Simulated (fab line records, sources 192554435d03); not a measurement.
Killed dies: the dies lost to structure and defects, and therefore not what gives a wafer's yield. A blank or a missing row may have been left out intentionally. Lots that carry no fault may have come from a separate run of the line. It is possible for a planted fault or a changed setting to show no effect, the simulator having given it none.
Chamber matching | flow n5Finfet | N5_FIN_CUT_ETCH_21 on rieDiel-02: 4 sister chambers
The step etches SOC in N2/H2, target depth 219 nm, overetch 43.8 nm, time 523.5 s. 16 wafers are shown with their chamber, then 8 later ones without.

== WAFERS PAIRED WITH THEIR CHAMBERS ==
wafer  | chamber | showerheadPlenumPTorr (Torr) | drypumpMotorCurrentA (A) | throttleValvePct (%)
L611.1 | 0       | 2.68                         | 5.1                      | 17.59
L611.2 | 1       | 2.46                         | 6.2                      | 17.66
L611.3 | 3       | 2.62                         | 6.6                      | 17.87
L618.1 | 0       | 2.68                         | 5.1                      | 17.62
L618.3 | 2       | 2.55                         | 6.1                      | 17.62
L618.5 | 0       | 2.68                         | 5.1                      | 17.61
L620.2 | 3       | 2.61                         | 6.6                      | 17.88
L620.3 | 0       | 2.68                         | 5.1                      | 17.62
L620.6 | 0       | 2.68                         | 5.1                      | 17.62
L621.1 | 0       | 2.68                         | 5.1                      | 17.62
L621.5 | 1       | 2.45                         | 6.2                      | 17.66
L621.6 | 2       | 2.55                         | 6.2                      | 17.61
L622.2 | 1       | 2.45                         | 6.2                      | 17.67
L622.3 | 3       | 2.61                         | 6.7                      | 17.90
L622.4 | 2       | 2.55                         | 6.2                      | 17.61
L623.1 | 2       | 2.55                         | 6.2                      | 17.62

SIGNATURES, as means of the wafers listed above
reading               | chamber 0 | chamber 1 | chamber 2 | chamber 3 | scatter within a chamber
showerheadPlenumPTorr | 2.6800    | 2.4533    | 2.5500    | 2.6133    | 0.00333
drypumpMotorCurrentA  | 5.100     | 6.200     | 6.175     | 6.633     | 0.0344
throttleValvePct      | 17.6133   | 17.6633   | 17.6150   | 17.8833   | 0.0107
Rule: for each reading, subtract the chamber's mean from the wafer's reading, divide by that reading's scatter and square the result; add these up over the readings and take the root, which gives the wafer's distance from the chamber. The wafer belongs to the nearest chamber; if the next one is less than 2 further off, it can't be placed. The scatter: the root of (the sum of the squares of (reading less its chamber's mean) over the shown wafers, divided by (wafers less chambers)).

== WAFERS MISSING THEIR CHAMBER ==
wafer  | showerheadPlenumPTorr (Torr) | drypumpMotorCurrentA (A) | throttleValvePct (%)
L623.3 | 2.61                         | 6.6                      | 17.90
L623.4 | 2.68                         | 5.1                      | 17.64
L624.2 | 2.54                         | 6.2                      | 17.63
L624.3 | 2.67                         | 5.1                      | 17.65
L624.5 | 2.45                         | 6.2                      | 17.69
L634.1 | 2.44                         | 6.2                      | 17.71
L634.2 | 2.67                         | 5.1                      | 17.64
L634.6 | 2.60                         | 6.6                      | 17.94

== WHICH CHAMBER EACH ONE RAN IN ==
wafer  | from the rows above | in truth
L623.3 | 3                   | 3
L623.4 | 0                   | 0
L624.2 | 2                   | 2
L624.3 | 0                   | 0
L624.5 | 1                   | 1
L634.1 | 1                   | 1
L634.2 | 0                   | 0
L634.6 | 3                   | 3
8 of 8 placed correctly. From these rows, 0 cannot be placed. Placed wrongly: 0.
